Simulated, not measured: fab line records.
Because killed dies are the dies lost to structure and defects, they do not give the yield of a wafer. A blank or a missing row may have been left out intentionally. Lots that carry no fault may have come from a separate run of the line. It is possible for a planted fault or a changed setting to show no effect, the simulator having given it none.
Matching of chambers -- flow n5-finfet -- 4 sister chambers for N5_HKMG_FIN_ALD_74 on ald-hk-01
The step deposits La2O3, target thk 0.5 nm, pulse time 6 s, co reactant pulse time 1 s. 27 wafers are shown with their chamber, then 12 later ones without.

WAFERS PAIRED WITH THEIR CHAMBERS
wafer,chamber,heater-power-w (W),precursor-pulse-height-rel
L075.2,3,341,1.016
L075.4,0,346,0.984
L075.6,0,350,0.982
L076.3,3,336,1.008
L076.4,2,346,1.031
L076.6,2,342,1.009
L078.1,1,335,1.022
L078.2,0,351,1.008
L078.5,0,348,1.011
L080.4,3,342,0.997
L080.5,3,339,0.987
L080.6,0,354,1.010
L081.2,3,338,0.992
L081.3,0,351,0.991
L081.4,2,347,0.975
L083.1,2,352,1.032
L083.4,0,356,1.011
L083.5,2,345,0.994
L084.2,0,350,1.015
L084.3,2,346,0.994
L084.6,2,343,1.001
L087.1,2,343,0.982
L087.2,3,338,1.020
L087.5,2,337,0.982
L090.1,3,345,0.963
L090.4,1,330,1.004
L090.5,1,322,1.038

SIGNATURES (means of the wafers above)
reading,chamber 0,chamber 1,chamber 2,chamber 3,scatter within a chamber
heater-power-w,350.75,329.00,344.56,339.86,3.87
precursor-pulse-height-rel,1.00150,1.02133,1.00000,0.99757,0.0181
Rule: for each reading, subtract the chamber's mean from the wafer's reading, divide by that reading's scatter and square the result; add these up over the readings and take the root, which gives the wafer's distance from the chamber. The wafer belongs to the nearest chamber; if the next one is less than 2 further off, it can't be placed. The scatter is the square root of a quotient: the sum, over the shown wafers, of each reading's squared deviation from its chamber's mean, divided by wafers minus chambers.

WAFERS MISSING THEIR CHAMBER
wafer,heater-power-w (W),precursor-pulse-height-rel
L091.1,339,0.979
L091.4,326,1.017
L091.5,349,0.982
L092.2,355,0.970
L092.3,350,0.999
L092.6,350,0.991
L093.2,342,0.963
L093.5,350,0.989
L093.6,325,0.987
L096.3,342,0.991
L096.4,322,0.974
L096.5,349,1.048

THE CHAMBER EACH PASSED THROUGH
wafer,from the rows above,in truth
L091.1,can't be placed: 3 or 2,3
L091.4,1,1
L091.5,can't be placed: 0 or 2 or 3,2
L092.2,can't be placed: 0 or 2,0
L092.3,can't be placed: 0 or 2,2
L092.6,can't be placed: 0 or 2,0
L093.2,can't be placed: 3 or 2 or 0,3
L093.5,can't be placed: 0 or 2 or 3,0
L093.6,can't be placed: 1 or 3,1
L096.3,can't be placed: 3 or 2 or 0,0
L096.4,can't be placed: 1 or 3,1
L096.5,can't be placed: 0 or 2 or 3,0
1 of 12 placed correctly. Unplaceable from these rows: 11, with the true chamber sitting among the candidates in 11. Placed wrongly: 0.
